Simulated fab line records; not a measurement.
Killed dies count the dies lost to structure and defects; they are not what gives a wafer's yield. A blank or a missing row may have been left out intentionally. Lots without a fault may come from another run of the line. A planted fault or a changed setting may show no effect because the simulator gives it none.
Matching of chambers ; flow n5Finfet ; 4 sister chambers for N5_HKMG_FIN_DESCUM_53 on rieDiel-01
The step chemistry O2, time 7.9 s. 4 wafers are shown with their chamber, then 7 later ones without.

WAFERS WITH THEIR CHAMBER
wafer;chamber;drypumpMotorCurrentA (A)
L090.4;3;5.1
L090.6;0;6.2
L093.2;1;6.5
L093.4;2;5.4

WAFERS WITH NO CHAMBER GIVEN
wafer;drypumpMotorCurrentA (A)
L093.6;6.2
L095.2;6.4
L095.5;6.2
L095.6;6.4
L097.1;5.1
L097.5;5.5
L097.6;5.1

THE CHAMBER EACH PASSED THROUGH
wafer;from the rows above;in truth
L093.6;0;0
L095.2;can't be placed: 1 or 0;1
L095.5;0;0
L095.6;can't be placed: 1 or 0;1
L097.1;3;3
L097.5;2;2
L097.6;3;3
Correctly placed: 5 of 7. From these rows, 2 cannot be placed; in 2 the true chamber is one of the candidates. Placed wrongly: 0.
How it was worked out, from the rows above alone: a wafer's distance from a chamber is the root of the sum, over the readings, of the square of ((its reading less the chamber's mean) divided by the reading's scatter). If the next closest chamber is less than 2 further off than the closest, the wafer can't be placed; otherwise it belongs to the closest. The mean given for a chamber averages the wafers shown for that chamber. The scatter: with one shown wafer a chamber, the root of the mean of the squares of how far each hidden wafer lies from its nearest shown one.
